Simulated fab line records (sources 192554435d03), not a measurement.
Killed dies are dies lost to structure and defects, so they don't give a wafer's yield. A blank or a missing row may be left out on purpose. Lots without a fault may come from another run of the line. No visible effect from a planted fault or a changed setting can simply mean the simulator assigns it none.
A lot that was struck, set against a sound lot	flow n5-finfet	16 out of 1938 route steps
Sound: the wafers L627.2, L627.3, L627.6. Wafers struck: L638.1, L638.2, L638.4. The cause is given at the end.
Each step with rows lists, per side, the tool, then ch with its chambers, then its first start. Under that, the readings that differ: sound wafers	struck wafers	difference of the means	sigmas: that difference in standard deviations of wafers without a fault.
alike: a reading whose means differ by less than 2 such deviations, as well as words and numbers matching on both sides. not compared: withheld readings; readings where some wafer has no value; bounds like >300 that might hide an equal value; numbers whose values overlap and for which the record gives no deviation.
The two part at a step that has a row with sigmas, a row that says differs or no value, or rows on one side only. Non-overlapping numbers with no deviation appear without sigmas and do not part them. A reading that every wafer of one side lacks parts them only if that side has two wafers or more.

first, 2 steps without rows for these wafers: N5_SD_EPI_N_STRIP_36 (strips in N2/H2); N5_SD_EPI_N_ETCHBACK_44 (etches SiNx in CH3F/O2, stops on SiO2, target depth 14.5 nm).
N5_SD_EPI_N_ETCH_45: etches SiOCN in CH3F/O2, target depth 6 nm.
  sound on rie-diel-01 ch 0,1,3, day 3 07:02; struck on rie-diel-05 ch 0,2, day 6 06:28
  alike: chamber-pressure-mTorr, drypump-motor-current-A, oes-product-au, rf-vpp-V, showerhead-plenum-p-Torr, throttle-valve-pct
  not compared: rf-hours-counter-h
N5_SD_EPI_N_ETCH_16: etches SiO2 in CHF3/O2, target depth 5 nm.
  sound on rie-diel-01 ch 0,1,3, day 3 07:08; struck on rie-diel-05 ch 0,2, day 6 06:34
  alike: chamber-pressure-mTorr, drypump-motor-current-A, oes-product-au, rf-vpp-V, showerhead-plenum-p-Torr, throttle-valve-pct
  not compared: rf-hours-counter-h
then, 1 step without rows for these wafers: N5_SD_EPI_N_STRIP_47 (strips in CHF3/O2).
N5_SD_EPI_N_SD_RECESS_17: chemistry HBr/Cl2/O2, target depth 41 nm, time 23.7 s, bt time 3 s.
  sound on rie-si-02 ch 0,3, day 3 07:13; struck on rie-si-02 ch 0,1,2, day 6 06:38
  alike: chamber-pressure-mTorr, drypump-motor-current-A, oes-product-au, throttle-valve-pct
  not compared: rf-hours-counter-h
N5_SD_EPI_N_STRIP_38: strips in N2/H2.
  sound on plasma-asher-01 ch 0,1, day 3 07:18; struck on plasma-asher-01 ch 0,1, day 6 06:43
  alike: drypump-motor-current-A, heater-power-w, n2-flow-sccm, oes-product-au
  not compared: rf-hours-counter-h
then, 4 steps without rows for these wafers: N5_SD_EPI_N_WET_ETCH_43 (etches SiO2 in dHF, time 14 s, target depth 1.5 nm); N5_SD_EPI_N_STRIP_18 (strips in SPM, time 750 s); N5_SD_EPI_N_SRD_20 (time 30 s); N5_SD_EPI_N_PRECLEAN_48 (cleans in NF3:NH3, afs cycles 2, time 20 s, sublimation time 60 s).
N5_SD_EPI_N_VAPOR_ETCH_50: etches Si in HCl, time 54 s.
  sound on epi-rpcvd-01 ch 0, day 3 08:03; struck on epi-rpcvd-02 ch 0, day 6 07:26
  alike: throttle-valve-pct
N5_SD_EPI_N_EPI_21: deposits Si:P, time 690 s.
  sound on epi-rpcvd-01 ch 0, day 3 08:29; struck on epi-rpcvd-02, day 6 07:37
  no value came back on the struck wafers for chamber-pressure-Torr (Torr), epi-growth-time-s (s), time-s (s); on the sound wafers chamber-pressure-Torr (Torr) reads 255.7 255.2 255.4
then, 1 step without rows for these wafers: N5_SD_EPI_N_PRECLEAN_24 (cleans in O3/DIW, time 60 s).
N5_BEOL_M4_RC_MEAS_101:
  the record has rows for the sound wafers here (prober-01 ch 0, day 12 10:05) and none for the struck ones
-- here the record skips 13 days between the struck wafers' starts before and after, leaving off in module BEOL_M4 and picking up in module PASSIVATION (first step shown: number 1936 of the route) --
N5_PASSIVATION_PROBE_49:
  struck on prober-01, day 19 01:26; sound on prober-01, day 17 03:53
reading	sound	struck	difference	sigmas
defect-limited-yield (%)	92.4 90.6 91.9	0 0 0	-92	-65
killed-at-contacts	1 7 4	10 31 9	+13	+2
killed-at-front-end	37 48 53	1121 1104 1122	+1070	+97
killed-dies	90 111 95	1180 1180 1180	+1081	+64
killed-on-rim	16 11 6	152 152 152	+141	+33
sort_bin_5_function (%)	4.2 5.9 4.2	96.3 96.3 97.6	+92.0	+95
sort-n-pass	1090 1069 1085	0 0 0	-1081	-64
sort-yield-pct (%)	92.4 90.6 91.9	0 0 0	-92	-65
  alike: killed_at_M0_to_M3, killed_at_M4_up, killed-at-other, killed-open, killed-short, sort_bin_6_memory

WHERE THEY PART
Earliest at N5_SD_EPI_N_EPI_21; latest, in this record, at N5_PASSIVATION_PROBE_49.

WHY: what the simulator had put in
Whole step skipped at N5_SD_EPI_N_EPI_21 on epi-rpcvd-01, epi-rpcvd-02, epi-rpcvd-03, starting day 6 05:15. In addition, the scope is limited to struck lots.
